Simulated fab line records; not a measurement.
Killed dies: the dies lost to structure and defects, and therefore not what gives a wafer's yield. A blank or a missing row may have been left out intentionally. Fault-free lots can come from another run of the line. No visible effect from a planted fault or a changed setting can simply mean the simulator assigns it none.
fab line records	flow nand_harc
record: lots: 6	wafers: 18	last_day: 30
route steps=1302 shown A_BLC@1125 A_M0@1137 END@1302
lots that met no fault: from a run of the same line without faults
start_h: start of the lot's first displayed wafer, in hours after the record's first day	wait_h: how many hours have passed since the lot's step before this one	" unchanged from the row above	L1.1+2: a single row standing in for several wafers	- value missing, or start not given	* or withheld: withheld	< > ~ a bound
route shown NAME@n: names a module that has steps shown in the file, with the first one's number in the route	usual: average and standard deviation across the fault-free wafers	same: alike in all rows	chamber/n: place in a boat	sites: per-site readings	_std_site: their standard deviation	_edge_site: mean of outer sites minus mean of inner sites	radius_mm: for every site, how far away it sits from the centre of the wafer	mask NAME#n: copy n	behind: the most recent tool/chamber to have shaped the wafer	hold: why the lot went on hold/how many hours it stayed there/how the hold came to an end	device: which transistor (n, p or np) failed to switch	end of line: the route-end tests of the same wafers	where a step has no rows: the recipe by itself	killed: the dies lost at the first sort to structure and to defects; this is not the yield of the wafer	map: a wafer's dies, marking killed ones x, the rest . and places with no die _
set.NAME: the setting that was run; set.NAME@STEP: the one run at that earlier step	model.NAME: the simulator's own value behind a step, which no gauge read
a table for each step, a row for each wafer; lots at some steps of the route
services: when a tool's chamber went out of use (start_h, in hours from the record's first day, below 0 if earlier), for how many hours, and the reason
== steps ==
step: NHARC_A_BLC_STRIP_29
recipe: cf4_flow_sccm: 150	ar_flow_sccm: 0	bias_w: 0	chemistry: CF4
usual: drypump_motor_current_A: 5.8/0.35	mfc_ar_sccm: 0.006/0.01	oes_product_au: 0.998/0.0099	rf_vpp_V: 59.3/0.92	showerhead_plenum_p_Torr: 1.76/0.043	throttle_valve_pct: 13.285/0.0087
lot.wafer	tool	chamber	start_h	wait_h	drypump_motor_current_A	mfc_ar_sccm	oes_product_au	rf_hours_counter_h	rf_vpp_V	showerhead_plenum_p_Torr	throttle_valve_pct
L519.4	rie_diel-03	3	533.45	0.1	5.4	0	0.990	3	59.1	1.70	13.271
L519.1	"	1	"	"	6.2	0	1.014	3	58.9	1.72	13.272
L519.6	"	0	"	"	5.9	0.002	1.002	-	59.5	1.77	13.288
L526.4	rie_diel-10	1	608.56	0.1	5.6	0	1.002	0	60.4	1.79	13.284
L526.3	"	3	"	"	6.2	0.026	0.996	0	60.2	1.82	13.277
L526.2	"	0	"	"	5.6	0	0.990	0	58.8	1.72	13.268
L525.3	rie_diel-03	3	613.02	0.1	5.4	0	0.988	9	59.8	1.70	13.280
L525.6	"	2	"	"	6.0	0.023	1.000	-	60.0	1.81	13.303
L525.5	"	3	"	"	5.4	0	0.987	-	58.2	1.70	13.278
L529.1	rie_diel-11	0	627.72	0.1	6.6	0	1.009	1	58.4	1.77	13.277
L529.2	"	2	"	"	5.4	0	0.999	1	59.2	1.80	13.277
L529.6	"	1	"	"	5.1	0	0.999	-	61.1	1.74	13.304
L531.2	rie_diel-03	3	660.71	0.1	5.4	0	0.990	1	59.2	1.70	13.285
L531.3	"	0	"	"	5.9	0.002	0.993	1	60.5	1.77	13.282
L531.5	"	1	"	"	6.2	0	1.014	-	59.0	1.72	13.286
L535.4	rie_diel-10	0	673.47	0.1	5.5	0	0.982	5	58.8	1.71	13.287
L535.5	"	1	"	"	5.6	0	0.995	-	59.4	1.79	13.298
L535.6	"	2	"	"	5.6	0	0.997	-	60.3	1.78	13.296
step: NHARC_A_BLC_STRIP_21
recipe: o2_flow_sccm: 500	ar_flow_sccm: 0	bias_w: 0	chemistry: O2
step: NHARC_A_BLC_STRIP_22
recipe: time_s: 600	temp_c: 30	chemistry: post_etch_residue_remover
step: NHARC_A_BLC_DEGAS_30
recipe: temp_c: 300	time_s: 60
step: NHARC_A_BLC_PRE_CLEAN_31
recipe: time_s: 15	bias_v: 250	gas: Ar
step: NHARC_A_BLC_PVD_32
recipe: target_thk_a: 50	chamber_pressure_pa: 5	power_w: 5000	substrate_temp_c: 200	time_s: 17.7	material: Ti
step: NHARC_A_BLC_ALD_23
recipe: target_thk_a: 30	pulse_time_s: 1	ald_cycles: 150	temp_c: 450	material: TiN
step: NHARC_A_BLC_CVD_24
recipe: target_thk_a: 1500	temp_c: 300	pressure_torr: 40	wf6_flow_sccm: 40	h2_flow_sccm: 1600	ar_flow_sccm: 1560	time_s: 434	material: W
usual: heater_power_w: 464/22	mfc_ar_sccm: 1560/5.3	throttle_valve_pct: 7.7/0.32
lot.wafer	tool	chamber	start_h	wait_h	heater_power_w	mfc_ar_sccm	throttle_valve_pct
L519.1	cvd_w-01	0	-	-	470	1561	7.4
L519.4	"	0	"	"	468	1563	7.9
L519.6	"	1	"	"	484	1562	7.5
L526.2	cvd_w-02	1	-	-	432	1554	7.6
L526.3	"	0	"	"	478	1552	8.2
L526.4	"	1	"	"	420	1557	8.1
L525.3	cvd_w-02	0	-	-	467	1563	8.2
L525.5	"	1	"	"	430	1556	7.9
L525.6	"	0	"	"	465	1556	8.1
L529.1	cvd_w-02	0	-	-	472	1567	8.4
L529.2	"	0	"	"	476	1559	8.1
L529.6	"	0	"	"	463	1563	8.3
L531.2	cvd_w-01	1	-	-	471	1556	7.6
L531.3	"	1	"	"	472	1557	7.6
L531.5	"	1	"	"	465	1555	7.8
L535.4	cvd_w-02	1	-	-	415	1562	7.6
L535.5	"	0	"	"	482	1555	8.0
L535.6	"	1	"	"	405	1558	7.5
step: NHARC_A_BLC_CMP_25
recipe: t_overpolish_s: 30	target_thk_nm: 150
step: NHARC_A_BLC_SRD_27
step: NHARC_A_BLC_INSPECT_28
usual: raw_defect_count: 525/130
lot.wafer	tool	chamber	start_h	wait_h	raw_defect_count
L519.1	defect_inspect-02	-	535.39	0.1	472
L519.4	"	-	"	"	491
L519.6	"	-	"	"	421
L526.2	defect_inspect-02	-	610.49	0.1	827
L526.3	"	-	"	"	643
L526.4	"	-	"	"	500
L525.3	defect_inspect-01	-	614.93	0.1	456
L525.5	"	-	"	"	514
L525.6	"	-	"	"	481
L529.1	defect_inspect-01	-	630.07	0.1	420
L529.2	"	-	"	"	459
L529.6	"	-	"	"	412
L531.2	defect_inspect-01	-	662.59	0.1	445
L531.3	"	-	"	"	573
L531.5	"	-	"	"	399
L535.4	defect_inspect-02	-	675.34	0.1	426
L535.5	"	-	"	"	493
L535.6	"	-	"	"	536
step: NHARC_A_M0_DEP_00
recipe: target_thk_a: 1500	target_thk_nm: 150	temp_c: withheld	pressure_torr: 5	flow_sccm: 200	rf_w: 600	material: SiOC
usual: showerhead_vpp_V: 1543/85
lot.wafer	tool	chamber	start_h	wait_h	showerhead_vpp_V
L519.1	pecvd-02	2	535.46	0.1	1704
L519.4	"	2	"	"	1655
L519.6	"	0	"	"	1537
L526.2	pecvd-02	1	610.62	0.1	1445
L526.4	"	2	"	"	1698
L526.3	"	1	"	"	1445
L525.3	pecvd-04	2	615.00	0.1	1585
L525.5	"	0	"	"	1565
L525.6	"	1	"	"	1501
L529.1	pecvd-01	2	630.14	0.1	1453
L529.2	"	0	"	"	1487
L529.6	"	0	"	"	1508
L531.2	pecvd-02	2	662.74	0.2	1707
L531.3	"	0	"	"	1568
L531.5	"	0	"	"	1562
L535.6	pecvd-02	0	675.54	0.2	1596
L535.4	"	1	"	"	1458
L535.5	"	2	"	"	1713
step: NHARC_A_M0_DEHYDRATE_01
recipe: temp_c: 150	time_s: 120
step: NHARC_A_M0_HMDS_02
recipe: time_s: 30
step: NHARC_A_M0_COAT_33
recipe: temp_c: 200	time_s: 65
step: NHARC_A_M0_COAT_03
recipe: spin_rpm: 1500	resist_thk_nm: 90
step: NHARC_A_M0_SOFTBAKE_04
recipe: temp_c: 105	time_s: 55
step: NHARC_A_M0_EBR_05
step: NHARC_A_M0_EXPOSE_06
recipe: na: 1.35	target_cd_nm: 80	dose_mj: 83.25	mask_id: A_M0
step: NHARC_A_M0_PEB_07
recipe: peb_temp_c: 100	peb_time_s: 65
step: NHARC_A_M0_DEVELOP_08
recipe: develop_time_s: 35	dev_temp_c: 23
step: NHARC_A_M0_CD_MEAS_09
recipe: target_cd_nm: 80	landing_energy_ev: 500
usual: cd_nm: 80.0/0.67
lot.wafer	tool	chamber	start_h	wait_h	cd_nm
L519.1	cd_sem-02	0	536.17	-	80.6
L519.4	"	0	"	"	80.1
L519.6	"	0	"	"	80.0
L526.2	cd_sem-02	0	611.40	-	80.3
L526.3	"	0	"	"	80.0
L526.4	"	0	"	"	80.1
L525.3	cd_sem-01	0	615.84	-	79.6
L525.5	"	0	"	"	80.1
L525.6	"	0	"	"	80.5
L529.1	cd_sem-02	0	630.97	-	80.5
L529.2	"	0	"	"	80.1
L529.6	"	0	"	"	79.7
L531.2	cd_sem-02	0	663.57	-	81.0
L531.3	"	0	"	"	79.8
L531.5	"	0	"	"	80.4
L535.4	cd_sem-01	0	676.24	-	80.0
L535.5	"	0	"	"	79.3
L535.6	"	0	"	"	79.7
step: NHARC_A_M0_OVL_MEAS_10
recipe: pitch_nm: 160
usual: overlay_x_nm: -0.1/0.76	overlay_y_nm: 0.1/0.74
lot.wafer	tool	chamber	start_h	wait_h	overlay_x_nm	overlay_y_nm
L519.1	overlay-01	-	536.26	-	0.1	0.6
L519.4	"	-	"	"	0.0	0.5
L519.6	"	-	"	"	-0.2	0.4
L526.2	overlay-01	-	611.49	-	0.4	-0.7
L526.3	"	-	"	"	0.3	0.0
L526.4	"	-	"	"	0.1	-0.1
L525.3	overlay-02	-	615.92	-	-0.4	-0.3
L525.5	"	-	"	"	-0.2	-0.1
L525.6	"	-	"	"	0.4	-0.9
L529.1	overlay-01	-	631.05	-	0.3	1.9
L529.2	"	-	"	"	0.2	1.4
L529.6	"	-	"	"	0.2	2.0
L531.2	overlay-02	-	663.66	-	-0.3	-0.7
L531.3	"	-	"	"	0.6	-0.6
L531.5	"	-	"	"	0.3	-0.7
L535.4	overlay-01	-	676.32	-	0.8	0.0
L535.5	"	-	"	"	0.2	0.1
L535.6	"	-	"	"	0.8	0.2
step: NHARC_A_M0_INSPECT_11
usual: raw_defect_count: 94/33
lot.wafer	tool	chamber	start_h	wait_h	raw_defect_count
L519.1	defect_inspect-02	-	536.30	0.0	61
L519.4	"	-	"	"	49
L519.6	"	-	"	"	76
L526.2	defect_inspect-01	-	611.52	0.0	82
L526.3	"	-	"	"	84
L526.4	"	-	"	"	78
L525.3	defect_inspect-01	-	615.96	0.0	83
L525.5	"	-	"	"	85
L525.6	"	-	"	"	82
L529.1	defect_inspect-02	-	631.09	0.0	100
L529.2	"	-	"	"	98
L529.6	"	-	"	"	87
L531.2	defect_inspect-01	-	663.70	0.0	83
L531.3	"	-	"	"	70
L531.5	"	-	"	"	74
L535.4	defect_inspect-02	-	676.36	0.0	80
L535.5	"	-	"	"	78
L535.6	"	-	"	"	80
step: NHARC_A_M0_DESCUM_14
recipe: time_s: 3	o2_flow_sccm: 200	ar_flow_sccm: 0	bias_power_w: 0	chemistry: O2
usual: drypump_motor_current_A: 5.6/0.49	mfc_ar_sccm: 0.009/0.013	oes_product_au: 0.999/0.0098	rf_vpp_V: 57.9/0.88	showerhead_plenum_p_Torr: 1.96/0.098	throttle_valve_pct: 11.311/0.009
same: bias_power_w: 0
lot.wafer	tool	chamber	start_h	wait_h	drypump_motor_current_A	mfc_ar_sccm	oes_product_au	rf_hours_counter_h	rf_vpp_V	showerhead_plenum_p_Torr	throttle_valve_pct
L519.1	rie_diel-12	2	536.37	0.1	5.4	0.002	1.025	5.8	58.9	1.82	11.301
L519.4	"	3	"	"	5.7	0.006	1.018	6.0	57.1	2.02	11.313
L519.6	"	0	"	"	6.4	0.015	1.002	-	57.5	2.02	11.308
L526.2	rie_diel-06	1	611.59	0.1	5.1	0.007	1.019	5.6	58.8	2.05	11.308
L526.3	"	2	"	"	5.2	0.004	1.007	5.3	57.9	2.06	11.304
L526.4	"	3	"	"	5.8	0	1.002	4.9	56.4	1.78	11.331
L525.3	rie_diel-06	1	616.02	0.1	5.1	0.007	1.011	5.7	58.2	2.05	11.316
L525.5	"	1	"	"	5.0	0.007	1.000	-	59.0	2.05	11.316
L525.6	"	2	"	"	5.2	0.004	0.996	-	58.7	2.06	11.315
L529.1	rie_diel-06	3	631.15	0.1	5.9	0	0.999	5.2	57.5	1.78	11.319
L529.2	"	1	"	"	5.1	0.007	1.006	6.0	59.1	2.05	11.295
L529.6	"	3	"	"	5.9	0	1.002	-	57.1	1.78	11.309
L531.3	rie_diel-07	3	663.76	0.1	6.6	0.026	1.009	0.2	56.9	1.87	11.304
L531.2	"	1	"	"	4.9	0	0.993	0.4	58.9	2.02	11.306
L531.5	"	0	"	"	6.3	0.000	0.993	-	55.9	1.85	11.300
L535.5	rie_diel-06	0	676.45	0.1	5.8	0.037	0.987	-	58.0	1.95	11.313
L535.6	"	1	"	"	5.1	0.007	0.999	-	58.1	2.05	11.329
L535.4	"	2	"	"	5.2	0.004	0.992	-	58.8	2.06	11.298
step: NHARC_A_M0_ETCH_34
recipe: target_depth_a: 400	overetch_a: 120	time_s: 43.94	ion_energy_ev: 200	n2_flow_sccm: 150	h2_flow_sccm: 150	ar_flow_sccm: 0	rf_w: 400	bias_w: 150	chemistry: N2/H2
usual: drypump_motor_current_A: 5.6/0.48	mfc_ar_sccm: 0.010/0.013	oes_product_au: 1.000/0.01	rf_vpp_V: 432/3.1	showerhead_plenum_p_Torr: 2.08/0.11	throttle_valve_pct: 14.172/0.01
lot.wafer	tool	chamber	start_h	wait_h	drypump_motor_current_A	mfc_ar_sccm	oes_product_au	rf_hours_counter_h	rf_vpp_V	showerhead_plenum_p_Torr	throttle_valve_pct
L519.1	rie_diel-12	1	536.44	0.1	5.0	0	1.003	5.6	431	2.08	14.178
L519.4	"	2	"	"	5.4	0.002	1.004	5.8	427	1.94	14.164
L519.6	"	2	"	"	5.4	0.002	1.012	-	429	1.94	14.173
L526.3	rie_diel-06	0	611.67	0.1	5.8	0.037	0.980	5.8	432	2.08	14.183
L526.2	"	2	"	"	5.2	0.004	1.009	5.3	435	2.20	14.156
L526.4	"	3	"	"	5.8	0	1.014	4.9	427	1.90	14.166
L525.3	rie_diel-06	0	616.11	0.1	5.8	0.037	0.985	5.9	430	2.08	14.181
L525.5	"	2	"	"	5.2	0.004	1.013	-	435	2.20	14.170
L525.6	"	3	"	"	5.8	0	1.010	-	426	1.90	14.175
L529.1	rie_diel-06	3	631.24	0.1	5.8	0	1.007	5.3	427	1.90	14.176
L529.2	"	0	"	"	5.8	0.037	0.978	6.2	431	2.08	14.185
L529.6	"	0	"	"	5.8	0.037	0.981	-	431	2.08	14.168
L531.3	rie_diel-07	3	663.86	0.1	6.6	0.026	1.001	0.2	429	1.99	14.189
L531.2	"	0	"	"	6.3	0.000	1.003	0.2	430	1.97	14.170
L531.5	"	2	"	"	6.3	0	1.001	-	430	2.02	14.168
L535.4	rie_diel-06	2	676.53	0.0	5.2	0.004	0.996	0.1	434	2.20	14.174
L535.5	"	0	"	"	5.8	0.037	0.988	-	431	2.08	14.174
L535.6	"	1	"	"	5.1	0.007	1.014	-	436	2.18	14.173
step: NHARC_A_M0_ETCH_15
recipe: target_depth_a: 1500	overetch_a: 150	time_s: 82.5	c4f8_flow_sccm: withheld	ar_flow_sccm: 400	rf_w: 600	bias_w: 300	chemistry: C4F8/Ar
step: NHARC_A_M0_CD_MEAS_16
usual: cd_nm: 80.1/0.86
lot.wafer	tool	chamber	start_h	wait_h	cd_nm
L519.1	cd_sem-03	-	536.65	-	81.3
L519.4	"	-	"	"	79.9
L519.6	"	-	"	"	80.8
L526.2	cd_sem-03	-	611.88	-	81.1
L526.3	"	-	"	"	79.5
L526.4	"	-	"	"	79.9
L525.3	cd_sem-02	-	616.32	-	79.7
L525.5	"	-	"	"	81.6
L525.6	"	-	"	"	79.7
L529.1	cd_sem-03	-	631.45	-	80.3
L529.2	"	-	"	"	80.8
L529.6	"	-	"	"	80.2
L531.2	cd_sem-03	-	664.06	-	81.0
L531.3	"	-	"	"	80.0
L531.5	"	-	"	"	81.2
L535.4	cd_sem-01	-	676.74	-	80.1
L535.5	"	-	"	"	79.9
L535.6	"	-	"	"	79.5
step: NHARC_A_M0_STRIP_18
recipe: power_w: 1000	n2_flow_sccm: 150	h2_flow_sccm: 150	ar_flow_sccm: 0	bias_w: 0	chemistry: N2/H2
step: NHARC_A_M0_STRIP_19
recipe: time_s: 600	temp_c: 30	chemistry: post_etch_residue_remover
step: NHARC_A_M0_DEGAS_28
recipe: temp_c: 250	time_s: 60
step: NHARC_A_M0_PRE_CLEAN_29
recipe: time_s: 30	temp_c: 280	gas: H2/He
step: NHARC_A_M0_PVD_20
recipe: target_thk_a: 50	bias_v: 168.6	power_w: 15000	chamber_pressure_pa: 0.12	time_s: 8.06	substrate_temp_c: 50	material: TaN
step: NHARC_A_M0_PVD_21
recipe: target_thk_a: 300	chamber_pressure_pa: 5	power_w: 5000	substrate_temp_c: 30	time_s: 20.49	material: Cu
usual: throttle_valve_pct: 29.3/1
lot.wafer	tool	chamber	start_h	wait_h	throttle_valve_pct
L519.1	pvd_sputter-02	-	-	-	28.1
L519.4	"	-	"	"	29.4
L519.6	"	-	"	"	27.8
L526.4	pvd_sputter-02	-	-	-	29.9
L526.2	"	-	"	"	28.1
L526.3	"	-	"	"	31.4
L525.3	pvd_sputter-01	-	-	-	31.0
L525.6	"	-	"	"	29.8
L525.5	"	-	"	"	31.0
L529.1	pvd_sputter-01	-	-	-	30.0
L529.2	"	-	"	"	29.7
L529.6	"	-	"	"	29.6
L531.3	pvd_sputter-03	-	-	-	29.0
L531.2	"	-	"	"	28.5
L531.5	"	-	"	"	27.8
L535.4	pvd_sputter-01	-	-	-	29.6
L535.6	"	-	"	"	28.7
L535.5	"	-	"	"	29.9
step: NHARC_A_M0_ECD_22
recipe: target_thk_a: 4000	bath_temp_c: 25	material: Cu
step: NHARC_A_M0_ANNEAL_30
recipe: temp_c: 225	time_s: 90
step: NHARC_A_M0_CMP_23
recipe: t_overpolish_s: 20	target_thk_nm: 113.75
step: NHARC_A_M0_SRD_25
step: NHARC_A_M0_INSPECT_27
usual: raw_defect_count: 575/170
lot.wafer	tool	chamber	start_h	wait_h	raw_defect_count
L519.1	defect_inspect-01	-	538.85	0.0	467
L519.4	"	-	"	"	471
L519.6	"	-	"	"	582
L526.2	defect_inspect-01	-	614.09	0.0	806
L526.3	"	-	"	"	500
L526.4	"	-	"	"	517
L525.3	defect_inspect-01	-	618.58	0.0	518
L525.5	"	-	"	"	403
L525.6	"	-	"	"	442
L529.1	defect_inspect-01	-	633.63	0.0	492
L529.2	"	-	"	"	581
L529.6	"	-	"	"	790
L531.2	defect_inspect-02	-	666.23	0.0	626
L531.3	"	-	"	"	463
L531.5	"	-	"	"	442
L535.4	defect_inspect-01	-	678.90	0.0	367
L535.5	"	-	"	"	509
L535.6	"	-	"	"	451
step: NHARC_END_SORT_01
recipe: temp_c: 25
usual: defect_limited_yield: 93.3/1.5	killed_at_array: 41/10	killed_at_other: 0.8/0.91	killed_at_periphery: 4.2/2.9	killed_dies: 46/10	killed_open: 3.5/2.1	killed_short: 2.5/1.6	sort_bin_2_pct: 2.4/0.71	sort_bin_3_pct: 0.6/0.33	sort_bin_4_pct: 3.8/0.93	sort_n_pass: 631/10	sort_rim_yield_pct: 86/4.5	sort_yield_pct: 93.3/1.5
same: gross_dies: 677	sort_bin_5_pct[%]: 0	sort_bin_6_pct[%]: 0	sort_bin_7_pct[%]: 0	sort_bin_8_pct[%]: 0	sort_rim_n_gross: 106.00
lot.wafer	tool	chamber	start_h	wait_h	defect_limited_yield[%]	killed_at_array	killed_at_other	killed_at_periphery	killed_dies	killed_open	killed_short	sort_bin_2_pct[%]	sort_bin_3_pct[%]	sort_bin_4_pct[%]	sort_n_pass	sort_rim_yield_pct[%]	sort_yield_pct[%]
L526.2	prober-01	0	649.70	2.8	93.8	37	1	4	42	3	1	1.8	0.4	4.0	635	87	93.8
L526.3	prober-01	0	650.49	3.1	94.4	36	1	1	38	5	1	1.9	0.3	3.4	639	90	94.4
L526.4	prober-01	0	651.29	3.4	93.6	40	0	3	43	8	5	2.5	0.7	3.1	634	89	93.6
L525.3	prober-01	0	658.31	3.1	92.5	44	2	5	51	2	2	2.7	0.7	4.1	626	86	92.5
L525.6	prober-01	0	660.69	4.0	94.5	31	0	6	37	2	2	1.9	0.7	2.8	640	89	94.5
L531.2	prober-01	0	701.30	2.8	0	676	0	1	677	1	3	96.2	0.4	3.4	0	0	0
L531.3	prober-01	0	702.10	3.1	93.9	37	1	3	41	4	2	2.1	0.4	3.5	636	84	93.9
L531.5	prober-01	0	703.70	3.7	0	675	0	2	677	1	1	96.6	0.1	3.2	0	0	0
L535.4	prober-01	0	722.91	3.4	93.5	32	2	10	44	3	0	2.4	0.6	3.5	633	88	93.5
L535.5	prober-01	0	723.70	3.7	0	669	2	6	677	3	4	95.1	0.1	4.7	0	0	0
L535.6	prober-01	0	724.49	4.0	93.6	41	0	2	43	2	2	2.2	0.7	3.4	634	87	93.6
killed by level:class
L526.2 A_SLIT:chamber_film_flake=10 A_CONTACT:chamber_film_flake=7 A_CHANNEL_HOLE_D2:chamber_film_flake=6 A_CHANNEL_HOLE_D1:chamber_film_flake=4 P_GATE:chamber_film_flake=3 A_CHANNEL_FILL_D1:chamber_film_flake=3 A_BLC:chamber_film_flake=2 P_M0:geometric_particle:open=1
L526.3 A_SLIT:chamber_film_flake=11 A_WL_FILL:chamber_film_flake=4 A_CONTACT:chamber_film_flake=4 A_CHANNEL_HOLE_D1:chamber_film_flake=3 A_CHANNEL_HOLE_D2:chamber_film_flake=3 A_CHANNEL_FILL_D1:chamber_film_flake=2 A_DECK1_JOINT:chamber_film_flake=2 P_M0:geometric_particle:open=1
L526.4 A_SLIT:chamber_film_flake=12 A_CONTACT:chamber_film_flake=4 A_CHANNEL_HOLE_D1:chamber_film_flake=3 A_DECK1_JOINT:chamber_film_flake=3 A_WL_FILL:chamber_film_flake=3 A_CHANNEL_FILL_D1:geometric_particle:short=2 A_CHANNEL_HOLE_D2:chamber_film_flake=2 P_CONTACT:geometric_particle:open=1
L525.3 A_CHANNEL_HOLE_D1:chamber_film_flake=20 A_CHANNEL_HOLE_D2:chamber_film_flake=9 A_STAIRCASE:chamber_film_flake=8 P_ZERO_WELL:chamber_film_flake=4 A_CONTACT:chamber_film_flake=2 THIN_TSV:chamber_film_flake=2 P_BONDPAD:geometric_particle:open=1 A_ONON_D1:geometric_particle:short=1
L525.6 A_CHANNEL_HOLE_D1:chamber_film_flake=17 A_CHANNEL_HOLE_D2:chamber_film_flake=5 P_ZERO_WELL:chamber_film_flake=2 P_CONTACT:chamber_film_flake=2 A_ZERO_WELL:chamber_film_flake=2 A_STAIRCASE:chamber_film_flake=2 A_CONTACT:chamber_film_flake=2 P_GATE:geometric_particle:short=1
L531.2 A_M0:area_dep=637 A_CHANNEL_HOLE_D1:chamber_film_flake=15 A_CONTACT:chamber_film_flake=9 A_SLIT:chamber_film_flake=4 A_STAIRCASE:chamber_film_flake=2 A_ONON_D1:geometric_particle:short=1 A_DECK1_JOINT:geometric_particle:short=1 A_WL_FILL:geometric_particle:short=1
L531.3 A_CHANNEL_HOLE_D1:chamber_film_flake=17 A_STAIRCASE:chamber_film_flake=3 A_SLIT:chamber_film_flake=3 A_CONTACT:chamber_film_flake=3 A_DECK1_JOINT:chamber_film_flake=2 A_CHANNEL_HOLE_D2:chamber_film_flake=2 A_M0:chamber_film_flake=2 P_CONTACT:geometric_particle:open=1
L531.5 A_M0:area_dep=644 A_CHANNEL_HOLE_D1:chamber_film_flake=15 A_SLIT:chamber_film_flake=6 A_CONTACT:chamber_film_flake=4 A_STAIRCASE:chamber_film_flake=2 A_WL_FILL:chamber_film_flake=2 A_CHANNEL_FILL_D1:geometric_particle:short=1 A_CHANNEL_FILL_D1:geometric_particle:open=1
L535.4 A_SLIT:chamber_film_flake=11 P_GATE:chamber_film_flake=6 P_M1:chamber_film_flake=4 A_CONTACT:chamber_film_flake=4 A_BONDPAD:chamber_film_flake=3 A_CHANNEL_HOLE_D1:chamber_film_flake=2 A_CHANNEL_HOLE_D2:chamber_film_flake=2 A_STAIRCASE:chamber_film_flake=2
L535.5 A_M0:area_dep=629 A_SLIT:chamber_film_flake=13 A_CHANNEL_HOLE_D1:chamber_film_flake=7 A_BONDPAD:chamber_film_flake=5 P_M1:chamber_film_flake=4 A_STAIRCASE:chamber_film_flake=3 A_CONTACT:chamber_film_flake=3 A_CHANNEL_FILL_D1:geometric_particle:short=2
L535.6 A_SLIT:chamber_film_flake=15 A_CHANNEL_HOLE_D1:chamber_film_flake=7 A_CONTACT:chamber_film_flake=5 A_STAIRCASE:chamber_film_flake=3 A_M0:chamber_film_flake=2 A_BONDPAD:chamber_film_flake=2 A_CHANNEL_FILL_D1:geometric_particle:short=1 A_DECK1_JOINT:geometric_particle:short=1
map L531.2 (x killed, . not)
____________x____________
_________xxxxxxx_________
_______xxxxxxxxxxx_______
______xxxxxxxxxxxxx______
_____xxxxxxxxxxxxxxx_____
____xxxxxxxxxxxxxxxxx____
____xxxxxxxxxxxxxxxxx____
___xxxxxxxxxxxxxxxxxxx___
___xxxxxxxxxxxxxxxxxxx___
__xxxxxxxxxxxxxxxxxxxxx__
__xxxxxxxxxxxxxxxxxxxxx__
_xxxxxxxxxxxxxxxxxxxxxxx_
_xxxxxxxxxxxxxxxxxxxxxxx_
_xxxxxxxxxxxxxxxxxxxxxxx_
_xxxxxxxxxxxxxxxxxxxxxxx_
_xxxxxxxxxxxxxxxxxxxxxxx_
xxxxxxxxxxxxxxxxxxxxxxxxx
xxxxxxxxxxxxxxxxxxxxxxxxx
xxxxxxxxxxxxxxxxxxxxxxxxx
xxxxxxxxxxxxxxxxxxxxxxxxx
xxxxxxxxxxxxxxxxxxxxxxxxx
_xxxxxxxxxxxxxxxxxxxxxxx_
_xxxxxxxxxxxxxxxxxxxxxxx_
_xxxxxxxxxxxxxxxxxxxxxxx_
_xxxxxxxxxxxxxxxxxxxxxxx_
_xxxxxxxxxxxxxxxxxxxxxxx_
__xxxxxxxxxxxxxxxxxxxxx__
__xxxxxxxxxxxxxxxxxxxxx__
___xxxxxxxxxxxxxxxxxxx___
___xxxxxxxxxxxxxxxxxxx___
____xxxxxxxxxxxxxxxxx____
____xxxxxxxxxxxxxxxxx____
_____xxxxxxxxxxxxxxx_____
______xxxxxxxxxxxxx______
_______xxxxxxxxxxx_______
_________xxxxxxx_________
____________x____________
map L535.5 (x killed, . not)
____________x____________
_________xxxxxxx_________
_______xxxxxxxxxxx_______
______xxxxxxxxxxxxx______
_____xxxxxxxxxxxxxxx_____
____xxxxxxxxxxxxxxxxx____
____xxxxxxxxxxxxxxxxx____
___xxxxxxxxxxxxxxxxxxx___
___xxxxxxxxxxxxxxxxxxx___
__xxxxxxxxxxxxxxxxxxxxx__
__xxxxxxxxxxxxxxxxxxxxx__
_xxxxxxxxxxxxxxxxxxxxxxx_
_xxxxxxxxxxxxxxxxxxxxxxx_
_xxxxxxxxxxxxxxxxxxxxxxx_
_xxxxxxxxxxxxxxxxxxxxxxx_
_xxxxxxxxxxxxxxxxxxxxxxx_
xxxxxxxxxxxxxxxxxxxxxxxxx
xxxxxxxxxxxxxxxxxxxxxxxxx
xxxxxxxxxxxxxxxxxxxxxxxxx
xxxxxxxxxxxxxxxxxxxxxxxxx
xxxxxxxxxxxxxxxxxxxxxxxxx
_xxxxxxxxxxxxxxxxxxxxxxx_
_xxxxxxxxxxxxxxxxxxxxxxx_
_xxxxxxxxxxxxxxxxxxxxxxx_
_xxxxxxxxxxxxxxxxxxxxxxx_
_xxxxxxxxxxxxxxxxxxxxxxx_
__xxxxxxxxxxxxxxxxxxxxx__
__xxxxxxxxxxxxxxxxxxxxx__
___xxxxxxxxxxxxxxxxxxx___
___xxxxxxxxxxxxxxxxxxx___
____xxxxxxxxxxxxxxxxx____
____xxxxxxxxxxxxxxxxx____
_____xxxxxxxxxxxxxxx_____
______xxxxxxxxxxxxx______
_______xxxxxxxxxxx_______
_________xxxxxxx_________
____________x____________
== services ==
tool	chamber	start_h	hours	kind
rie_diel-07	0	512.88	1.2	repair
rie_diel-03	0	528.00	2.7	repair
rie_diel-06	3	529.62	5.5	repair
rie_diel-10	-	538.25	0.7	repair
rie_diel-12	2	544.23	16.7	repair
cvd_w-01	-	547.29	13.0	pm
rie_diel-10	2	555.41	28.7	repair
rie_diel-12	0	568.12	15.6	repair
rie_diel-03	1	571.06	13.7	repair
rie_diel-12	3	574.13	1.2	repair
pvd_sputter-01	-	582.05	10.0	pm
pecvd-02	-	589.30	13.0	pm
cvd_w-01	0	593.70	21.6	repair
rie_diel-03	1	596.35	9.1	repair
rie_diel-10	-	596.53	9.0	pm
pvd_sputter-01	-	613.37	1.2	repair
rie_diel-03	1	625.97	15.1	repair
cvd_w-02	-	631.71	13.0	pm
rie_diel-03	-	635.36	9.0	pm
rie_diel-06	-	639.15	0.5	repair
rie_diel-06	-	661.20	9.0	pm
rie_diel-06	3	672.30	4.1	repair
rie_diel-03	2	676.14	6.2	repair
rie_diel-03	1	676.53	2.2	repair
== key ==
first_sign: step: NHARC_END_SORT_01	reading: sort_bin_2_pct	direction: up	sigmas: 99+	usual: 2.4	struck: 96.0
effect: step: NHARC_END_SORT_01	reading: defect_limited_yield	direction: down	sigmas: 63	usual: 93.3	struck: 0
more_kills_born_at: NHARC_A_M0_DEP_00@pecvd-02: 1910
met_at NHARC_A_M0_DEP_00
struck_wafers L531.2,L531.5,L535.5
later_rows_left_out L531.2,L531.5,L535.5
onset_between 610.62 662.74
fault: kind: process_parameter_drift	tool: pecvd-02	chamber: -	onset_h: 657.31	steps: NHARC_A_M0_DEP_00	channel: target_thk_a	offset: *	shape: step	end_h: 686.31	scope: struck_wafers_only	acts_in: *	stated: *
later_rows_left_out: the simulator's readings of these wafers behind a module that went badly wrong aren't trusted and aren't shown, but for the sort
